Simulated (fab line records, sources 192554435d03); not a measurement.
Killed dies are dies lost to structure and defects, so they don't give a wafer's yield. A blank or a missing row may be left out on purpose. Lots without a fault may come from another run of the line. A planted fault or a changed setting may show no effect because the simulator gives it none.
Which tool did it? | flow n5_finfet | 24 lots, 72 wafers sampled, at 5 steps of a route of 1938

WHAT THE GAUGES READ, wafer by wafer
N5_BEOL_M11_CD_MEAS_11: target cd 64.1 nm. Usual: cd_nm 64.0 nm, standard deviation 0.58.
lot  | measured     | on        | cd_nm (nm)     | flag
L074 | day 9 19:39  | cd_sem-02 | 63.4 64.3 64.3 |
L075 | day 10 05:33 | cd_sem-02 | 63.9 65.3 64.0 |
L078 | day 10 20:31 | cd_sem-02 | 64.8 64.2 64.5 |
L077 | day 10 20:57 | cd_sem-01 | 64.4 64.2 63.7 |
L076 | day 11 00:12 | cd_sem-01 | 63.8 63.6 64.0 |
L079 | day 11 00:30 | cd_sem-02 | 63.8 63.9 63.7 |
L080 | day 11 11:22 | cd_sem-01 | 63.7 63.9 64.5 |
L081 | day 11 16:50 | cd_sem-01 | 64.9 65.5 64.1 |
L083 | day 11 20:52 | cd_sem-02 | 65.0 64.3 64.9 |
L082 | day 12 04:19 | cd_sem-01 | 64.1 63.5 64.3 |
L084 | day 12 08:13 | cd_sem-01 | 63.4 64.4 64.2 |
L085 | day 13 02:55 | cd_sem-01 | 63.8 65.3 64.9 |
L087 | day 13 11:17 | cd_sem-02 | 63.7 63.5 63.3 |
L088 | day 13 13:39 | cd_sem-01 | 65.0 64.0 64.4 |
L089 | day 13 13:28 | cd_sem-02 | 63.2 65.5 63.6 |
L086 | day 13 13:49 | cd_sem-01 | 64.7 63.3 65.3 |
L090 | day 14 09:28 | cd_sem-03 | 64.0 64.4 63.9 |
L091 | day 15 01:36 | cd_sem-03 | 63.9 63.8 63.8 |
L093 | day 15 03:10 | cd_sem-03 | 63.0 63.4 62.8 |
L092 | day 15 07:28 | cd_sem-02 | 63.5 63.1 63.1 |
L095 | day 15 11:41 | cd_sem-02 | 63.3 63.8 64.7 |
L094 | day 15 14:05 | cd_sem-01 | 63.8 64.3 64.3 |
L096 | day 15 18:19 | cd_sem-01 | 64.3 64.0 63.9 |
L097 | day 16 02:58 | cd_sem-02 | 63.8 63.3 64.2 |

WHICH TOOL RAN EACH LOT (tool, then ch and the chambers of the sampled wafers, then the start)
lot  | N5_BEOL_M10_STRIP_77                          | N5_BEOL_M10_ALD_74                  | N5_BEOL_M10_CMP_52            | N5_BEOL_M11_CURE_71
L074 | rie_diel-01 ch 0,3, day 9 16:25 or earlier    | ald_metal-03 ch 0,1, day 9 16:25    | cmp-02 ch 1,2,3, day 9 17:48  | uv_cure-03 ch 0, day 9 18:38
L075 | rie_diel-02 ch 0,1,3, day 10 02:12 or earlier | ald_metal-02 ch 0,1,3, day 10 02:12 | cmp-04 ch 1,2,3, day 10 03:23 | uv_cure-01 ch 2, day 10 03:56
L078 | rie_diel-02 ch 2,3, day 10 16:28 or earlier   | ald_metal-03 ch 1,3, day 10 16:28   | cmp-02 ch 1,3, day 10 17:51   | uv_cure-03 ch 1, day 10 18:27
L077 | rie_diel-06 ch 1,2,3, day 10 17:12 or earlier | ald_metal-02 ch 0,2,3, day 10 17:12 | cmp-04 ch 0,1,3, day 10 18:25 | uv_cure-02 ch 2, day 10 19:12
L076 | rie_diel-01 ch 1,2,3, day 10 20:04 or earlier | ald_metal-03 ch 0,1,3, day 10 20:04 | cmp-04 ch 0,1,2, day 10 21:07 | uv_cure-03 ch 2, day 10 21:41
L079 | rie_diel-01 ch 0,1,2, day 10 20:45 or earlier | ald_metal-02 ch 0,1,3, day 10 20:45 | cmp-02 ch 0,2,3, day 10 22:29 | uv_cure-03 ch 1, day 10 23:04
L080 | rie_diel-06 ch 0,3, day 11 07:26 or earlier   | ald_metal-03 ch 1,3, day 11 07:26   | cmp-04 ch 0,1,2, day 11 08:55 | uv_cure-02 ch 0, day 11 09:29
L081 | rie_diel-02 ch 0,2,3, day 11 13:35 or earlier | ald_metal-01 ch 1,2, day 11 13:35   | cmp-04 ch 1,2,3, day 11 15:13 | uv_cure-02 ch 0, day 11 15:41
L083 | rie_diel-02 ch 0,1,2, day 11 16:07 or earlier | ald_metal-03 ch 0,3, day 11 16:07   | cmp-02 ch 0,1, day 11 17:25   | uv_cure-02 ch 2, day 11 18:04
L082 | rie_diel-01 ch 1,2, day 11 23:58 or earlier   | ald_metal-02 ch 1,2,3, day 11 23:58 | cmp-02 ch 0,1, day 12 01:39   | uv_cure-02 ch 2, day 12 02:14
L084 | rie_diel-06 ch 0,1,3, day 12 04:15 or earlier | ald_metal-03 ch 1,2,3, day 12 04:15 | cmp-01 ch 0,1,2, day 12 05:33 | uv_cure-02 ch 2, day 12 06:07
L085 | rie_diel-06 ch 1,2,3, day 12 22:26 or earlier | ald_metal-02 ch 0,1,3, day 12 22:26 | cmp-04 ch 1,3, day 12 23:50   | uv_cure-03 ch 1, day 13 00:27
L087 | rie_diel-06 ch 0,3, day 13 08:13 or earlier   | ald_metal-02 ch 0,1, day 13 08:13   | cmp-01 ch 1,3, day 13 09:17   | uv_cure-01 ch 1, day 13 10:05
L088 | rie_diel-01 ch 1,3, day 13 10:17 or earlier   | ald_metal-01 ch 0,1,2, day 13 10:17 | cmp-02 ch 0,1, day 13 11:25   | uv_cure-03 ch 2, day 13 12:18
L089 | rie_diel-06 ch 0,2,3, day 13 10:34 or earlier | ald_metal-03 ch 0,1,3, day 13 10:34 | cmp-01 ch 1,2,3, day 13 11:41 | uv_cure-02 ch 0, day 13 12:22
L086 | rie_diel-02 ch 1,2,3, day 13 10:49 or earlier | ald_metal-01 ch 0,2,3, day 13 10:49 | cmp-04 ch 0,1,2, day 13 11:50 | uv_cure-01 ch 2, day 13 12:39
L090 | rie_diel-02 ch 0,1,3, day 14 06:20 or earlier | ald_metal-02 ch 0,3, day 14 06:20   | cmp-02 ch 0,1,3, day 14 07:50 | uv_cure-01 ch 1, day 14 08:25
L091 | rie_diel-01 ch 0,1,2, day 14 21:19 or earlier | ald_metal-02 ch 0,2,3, day 14 21:19 | cmp-01 ch 0,2,3, day 14 23:55 | uv_cure-02 ch 0, day 15 00:28
L093 | rie_diel-06 ch 0,3, day 14 23:50 or earlier   | ald_metal-02 ch 0,1,3, day 14 23:50 | cmp-02 ch 0,1,2, day 15 01:07 | uv_cure-02 ch 0, day 15 01:41
L092 | rie_diel-02 ch 1,2,3, day 15 03:41 or earlier | ald_metal-02 ch 0,1,3, day 15 03:41 | cmp-02 ch 0,1, day 15 04:49   | uv_cure-03 ch 0, day 15 05:23
L095 | rie_diel-02 ch 0,2,3, day 15 07:59 or earlier | ald_metal-02 ch 1,2,3, day 15 07:59 | cmp-02 ch 0,1,3, day 15 09:38 | uv_cure-02 ch 2, day 15 10:12
L094 | rie_diel-02 ch 1,3, day 15 10:19 or earlier   | ald_metal-02 ch 0,1,2, day 15 10:19 | cmp-04 ch 0,2, day 15 11:44   | uv_cure-01 ch 2, day 15 12:23
L096 | rie_diel-01 ch 0,1,3, day 15 14:53 or earlier | ald_metal-02 ch 0,1, day 15 14:53   | cmp-04 ch 0,2, day 15 16:18   | uv_cure-01 ch 2, day 15 16:52
L097 | rie_diel-01 ch 1,2, day 15 23:23 or earlier   | ald_metal-02 ch 2,3, day 15 23:23   | cmp-04 ch 1,2,3, day 16 00:49 | uv_cure-01 ch 0, day 16 01:28
- N5_BEOL_M10_STRIP_77: strips in N2/H2, time 10 s.
- N5_BEOL_M10_ALD_74: deposits TaN, target thk 2 nm, pulse time 2 s, purge time 3 s.
- N5_BEOL_M10_CMP_52: polishes, stops on SiCOH lowk, t overpolish 7 s, target thk 140 nm.
- N5_BEOL_M11_CURE_71: cures SiCOH lowk, time 240 s.

WHAT THE TOOLS THEMSELVES READ (means of the sampled wafers that have a number; where no wafer has one, the mark that the record gives instead)
N5_BEOL_M10_STRIP_77. Usual: drypump_motor_current_A 5.7 A, standard deviation 0.47; oes_product_au 0.81 a.u., standard deviation 0.077; rf_vpp_V 59.2 V, standard deviation 0.9; showerhead_plenum_p_Torr 2.53 Torr, standard deviation 0.092; throttle_valve_pct 23.7 %, standard deviation 0.37.
lot  | tool        | drypump_motor_current_A (A) | oes_product_au (a.u.) | rf_vpp_V (V) | showerhead_plenum_p_Torr (Torr) | throttle_valve_pct (%) | flag
L074 | rie_diel-01 | 5.2                         | 0.81                  | 59.5         | 2.47                            | 23.6                   |
L075 | rie_diel-02 | 6.0                         | 0.87                  | 59.5         | 2.53                            | 23.5                   |
L078 | rie_diel-02 | 6.0                         | 0.91                  | 58.6         | 2.51                            | 23.5                   |
L077 | rie_diel-06 | 5.8                         | 0.80                  | 58.9         | 2.52                            | 23.7                   |
L076 | rie_diel-01 | 5.5                         | 0.83                  | 58.7         | 2.49                            | 23.9                   |
L079 | rie_diel-01 | 5.3                         | 0.77                  | 59.1         | 2.51                            | 23.8                   |
L080 | rie_diel-06 | 5.6                         | 0.80                  | 59.5         | 2.53                            | 23.6                   |
L081 | rie_diel-02 | 5.8                         | 0.87                  | 59.3         | 2.58                            | 23.6                   |
L083 | rie_diel-02 | 5.9                         | 0.81                  | 59.3         | 2.57                            | 23.6                   |
L082 | rie_diel-01 | 5.4                         | 0.76                  | 60.0         | 2.48                            | 24.1                   |
L084 | rie_diel-06 | 5.9                         | 0.83                  | 59.0         | 2.53                            | 23.4                   |
L085 | rie_diel-06 | 5.8                         | 0.78                  | 59.9         | 2.51                            | 23.8                   |
L087 | rie_diel-06 | 5.7                         | 0.79                  | 60.4         | 2.52                            | 23.7                   |
L088 | rie_diel-01 | 5.2                         | 0.74                  | 58.8         | 2.43                            | 24.2                   |
L089 | rie_diel-06 | 5.7                         | 0.76                  | 59.4         | 2.58                            | 23.8                   |
L086 | rie_diel-02 | 6.1                         | 0.81                  | 58.8         | 2.49                            | 23.5                   |
L090 | rie_diel-02 | 6.0                         | 0.81                  | 59.2         | 2.52                            | 23.6                   |
L091 | rie_diel-01 | 5.3                         | 0.83                  | 58.6         | 2.50                            | 23.8                   |
L093 | rie_diel-06 | 5.6                         | 0.77                  | 59.1         | 2.51                            | 23.7                   |
L092 | rie_diel-02 | 6.1                         | 0.79                  | 58.6         | 2.49                            | 23.6                   |
L095 | rie_diel-02 | 5.8                         | 0.83                  | 59.6         | 2.57                            | 23.7                   |
L094 | rie_diel-02 | 6.3                         | 0.77                  | 58.3         | 2.43                            | 23.4                   |
L096 | rie_diel-01 | 5.1                         | 0.81                  | 58.5         | 2.45                            | 23.8                   |
L097 | rie_diel-01 | 5.4                         | 0.72                  | 58.8         | 2.46                            | 24.2                   |

N5_BEOL_M10_ALD_74. Usual: heater_power_outer_w 225 W, standard deviation 18; heater_power_w 403 W, standard deviation 27.
lot  | tool         | heater_power_outer_w (W) | heater_power_w (W) | flag
L074 | ald_metal-03 | 239                      | 441                |
L075 | ald_metal-02 | 222                      | 396                |
L078 | ald_metal-03 | 259                      | 441                |
L077 | ald_metal-02 | 221                      | 389                |
L076 | ald_metal-03 | 248                      | 431                |
L079 | ald_metal-02 | 218                      | 397                |
L080 | ald_metal-03 | 252                      | 437                |
L081 | ald_metal-01 | 197                      | 373                |
L083 | ald_metal-03 | 245                      | 438                |
L082 | ald_metal-02 | 224                      | 394                |
L084 | ald_metal-03 | 244                      | 427                |
L085 | ald_metal-02 | 219                      | 395                |
L087 | ald_metal-02 | 223                      | 407                |
L088 | ald_metal-01 | 201                      | 374                |
L089 | ald_metal-03 | 246                      | 437                |
L086 | ald_metal-01 | 210                      | 398                |
L090 | ald_metal-02 | 215                      | 394                |
L091 | ald_metal-02 | 218                      | 384                |
L093 | ald_metal-02 | 219                      | 399                |
L092 | ald_metal-02 | 216                      | 399                |
L095 | ald_metal-02 | 225                      | 394                |
L094 | ald_metal-02 | 227                      | 392                |
L096 | ald_metal-02 | 219                      | 398                |
L097 | ald_metal-02 | 224                      | 383                |

N5_BEOL_M10_CMP_52. Usual: barrier_field_endpoint_s 29.1 s, standard deviation 0.84; edge_zone_pressure_frac 1.000, standard deviation 0.0052; motor_current_A 6.2 A, standard deviation 0.68; overpolish_run_s 7.000 s, standard deviation 0.0091; time_to_endpoint_s 68 s, standard deviation 3.9.
lot  | tool   | barrier_field_endpoint_s (s) | edge_zone_pressure_frac | motor_current_A (A) | overpolish_run_s (s) | time_to_endpoint_s (s) | flag
L074 | cmp-02 | 29.8                         | 0.994                   | 6.4                 | 7.000                | 72                     |
L075 | cmp-04 | 27.7                         | 0.997                   | 6.0                 | 7.001                | 62                     |
L078 | cmp-02 | 28.8                         | 0.999                   | 6.2                 | 7.002                | 70                     |
L077 | cmp-04 | 28.3                         | 1.005                   | 5.7                 | 7.000                | 63                     |
L076 | cmp-04 | 28.7                         | 0.999                   | 5.8                 | 6.991                | 67                     |
L079 | cmp-02 | 30.0                         | 0.999                   | 6.7                 | 7.001                | 72                     |
L080 | cmp-04 | 28.5                         | 1.001                   | 6.0                 | 6.996                | 63                     |
L081 | cmp-04 | 29.7                         | 1.000                   | 5.9                 | 6.997                | 68                     |
L083 | cmp-02 | 28.4                         | 0.993                   | 6.5                 | 6.997                | 68                     |
L082 | cmp-02 | 28.7                         | 0.997                   | 6.7                 | 6.994                | 66                     |
L084 | cmp-01 | 28.5                         | 1.002                   | 5.8                 | 7.004                | 66                     |
L085 | cmp-04 | 29.5                         | 1.000                   | 5.6                 | 6.996                | 68                     |
L087 | cmp-01 | 28.9                         | 0.996                   | 6.9                 | 7.000                | 63                     |
L088 | cmp-02 | 29.3                         | 0.996                   | 6.5                 | 6.995                | 67                     |
L089 | cmp-01 | 28.8                         | 1.000                   | 6.2                 | 7.010                | 69                     |
L086 | cmp-04 | 29.6                         | 0.998                   | 5.7                 | 7.001                | 68                     |
L090 | cmp-02 | 28.1                         | 1.000                   | 6.3                 | 6.991                | 67                     |
L091 | cmp-01 | 29.0                         | 1.006                   | 6.2                 | 7.003                | 67                     |
L093 | cmp-02 | 29.5                         | 1.001                   | 6.9                 | 7.000                | 71                     |
L092 | cmp-02 | 28.8                         | 1.006                   | 6.7                 | 6.999                | 68                     |
L095 | cmp-02 | 29.1                         | 0.997                   | 6.0                 | 7.006                | 68                     |
L094 | cmp-04 | 29.4                         | 1.003                   | 5.9                 | 7.002                | 64                     |
L096 | cmp-04 | 29.3                         | 1.001                   | 6.2                 | 7.000                | 67                     |
L097 | cmp-04 | 29.7                         | 1.002                   | 5.9                 | 6.992                | 69                     |

N5_BEOL_M11_CURE_71. Usual: lamp_power_pct 52.32 %, standard deviation 0.055; wafer_temp_C_max 386.8, standard deviation 0.63.
lot  | tool       | lamp_power_pct (%) | wafer_temp_C_max | flag
L074 | uv_cure-03 | 52.37              | 387.2            |
L075 | uv_cure-01 | 52.35              | 386.3            |
L078 | uv_cure-03 | 52.35              | 388.1            |
L077 | uv_cure-02 | 52.31              | 386.6            |
L076 | uv_cure-03 | 52.28              | 386.5            |
L079 | uv_cure-03 | 52.34              | 387.8            |
L080 | uv_cure-02 | 52.28              | 386.2            |
L081 | uv_cure-02 | 52.35              | 386.8            |
L083 | uv_cure-02 | 52.32              | 386.4            |
L082 | uv_cure-02 | 52.32              | 386.7            |
L084 | uv_cure-02 | 52.23              | 387.2            |
L085 | uv_cure-03 | 52.32              | 388.2            |
L087 | uv_cure-01 | 52.28              | 387.5            |
L088 | uv_cure-03 | 52.34              | 386.4            |
L089 | uv_cure-02 | 52.33              | 386.4            |
L086 | uv_cure-01 | 52.26              | 386.6            |
L090 | uv_cure-01 | 52.32              | 386.7            |
L091 | uv_cure-02 | 52.31              | 386.2            |
L093 | uv_cure-02 | 52.28              | 386.4            |
L092 | uv_cure-03 | 52.33              | 387.3            |
L095 | uv_cure-02 | 52.32              | 386.6            |
L094 | uv_cure-01 | 52.31              | 386.5            |
L096 | uv_cure-01 | 52.35              | 386.7            |
L097 | uv_cure-01 | 52.33              | 387.2            |

THE ANSWER, worked out from the rows above alone
Rule: a lot is off if the mean of its wafers that have a number lies more than 3 standard deviations from the usual mean. A lot without any number at a reading at which 4 lots or more have one is off too. The other lots that the step has rows for count as sound. The gauges are gone through in route order, then the tools' own readings, and for those a lot's mean is taken as printed above. The first step at which some lot is off is used, and at that step the reading that is off furthest; a lot without a number counts as furthest.
No lot is off at any reading shown: from this, nothing can be told.

WHAT THE SIMULATOR HAD PUT IN
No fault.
